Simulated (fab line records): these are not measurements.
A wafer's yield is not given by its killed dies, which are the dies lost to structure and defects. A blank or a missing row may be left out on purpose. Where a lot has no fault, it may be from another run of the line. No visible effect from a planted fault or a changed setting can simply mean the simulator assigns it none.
One fault through the eyes of 2 desks | flow n5 finfet | numbers are kept per desk, each desk with only its own; the story behind them comes last

## THE TOOL OWNER'S DESK: pecvd-04
The tool's own readings at N5_BEOL_M15_DEP_53 (deposits SiCN from 3MS/NH3, target thk 50 nm, time 17.8 s): means of the sampled wafers that have a number, for each lot that ran on this tool. Marked OUT: a lot whose mean sits more than 4 standard deviations from the usual mean, which makes it out of limits; the brackets give that distance.
Columns: A = showerhead plenum p Torr at N5_BEOL_M15_DEP_53, usual 4.170 Torr; B = throttle valve pct at N5_BEOL_M15_DEP_53, usual 17.6 %
lot  | first seen here | A     | B
L109 | day 12 08:20    | 4.171 | 18.1
L118 | day 14 09:03    | 4.165 | 18.1
L116 | day 14 18:32    | 4.167 | 18.2
This desk found nothing out of limits on any of the 3 lots.

## METROLOGY DESK
What the gauges read, lot by lot, whatever tool the lot ran on: means of the sampled wafers that have a number. Marked OUT: a lot whose mean sits more than 4 standard deviations from the usual mean, which makes it out of limits; the brackets give that distance.
Columns: A = M15_THK at N5_BEOL_M15_THK_MEAS_50, usual 843 nm; B = M15_RS at N5_BEOL_M15_RS_MEAS_54, usual 0.0215 ohm/sq
lot  | first seen here | A   | B
L109 | day 12 08:16    | 821 | 0.0220
L118 | day 14 08:58    | 855 | 0.0211
L116 | day 14 18:28    | 853 | 0.0214
L120 | day 14 22:42    | 839 | 0.0218
L125 | day 16 10:15    | 833 | 0.0217
L127 | day 16 21:46    | 842 | 0.0215
This desk found nothing out of limits on any of the 6 lots.

## BROUGHT TOGETHER
Nothing out of limits was seen by the tool owner's desk.
The metrology desk saw nothing out of limits.

## WHAT THE SIMULATOR HAD PUT IN
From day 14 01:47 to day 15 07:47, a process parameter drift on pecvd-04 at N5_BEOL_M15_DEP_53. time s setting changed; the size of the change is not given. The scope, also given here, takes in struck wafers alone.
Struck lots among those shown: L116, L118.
